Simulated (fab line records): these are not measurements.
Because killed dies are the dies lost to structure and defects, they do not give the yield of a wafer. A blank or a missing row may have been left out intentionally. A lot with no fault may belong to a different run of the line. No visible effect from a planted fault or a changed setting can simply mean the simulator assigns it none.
Which of the tools did it? :: flow nandHarc :: 6 lots (18 wafers sampled), 1 step of a 1302-step route

== WHAT EACH GAUGE READ, for each wafer ==
NHARC_A_SIN_REMOVE_INSPECT_04.
lot: L589
measured: day 20 19:56
on: defectInspect-02
rawDefectCount: 309 259 357

lot: L592
measured: day 21 13:46
on: defectInspect-02
rawDefectCount: 366 442 426

lot: L595
measured: day 23 05:30
on: defectInspect-02
rawDefectCount: 268 357 387

lot: L600
measured: day 25 05:45
on: defectInspect-02
rawDefectCount: 252 442 333

lot: L602
measured: day 26 10:15
on: defectInspect-01
rawDefectCount: 448 423 463

lot: L610
measured: day 29 05:36
on: defectInspect-01
rawDefectCount: 400 378 350

== WHAT TOOL EACH LOT RAN ON (gives the tool, then ch and the chambers of the sampled wafers, and finally the start) ==
The record holds no process step before these readings.

== THE ANSWER, worked out from the rows above alone ==
Rule: what is usual is taken from the lots themselves. The widest of any qualifying gaps counts: lots, ordered by their means at a reading, are off when they make up no more than a third of the lots, leave a main group of 4 or more, and stand apart from it by 3 or more times the standard deviation of that group's means. A main group whose means are all the same, to the digits that the tables above print for the reading, isn't used. Also off: a lot with no number at a reading for which 4 or more lots have one. Any other lot the step has rows for is counted as sound.
No lot is off at any reading shown: from this, nothing can be told.

== WHAT THE SIMULATOR HAD INSERTED ==
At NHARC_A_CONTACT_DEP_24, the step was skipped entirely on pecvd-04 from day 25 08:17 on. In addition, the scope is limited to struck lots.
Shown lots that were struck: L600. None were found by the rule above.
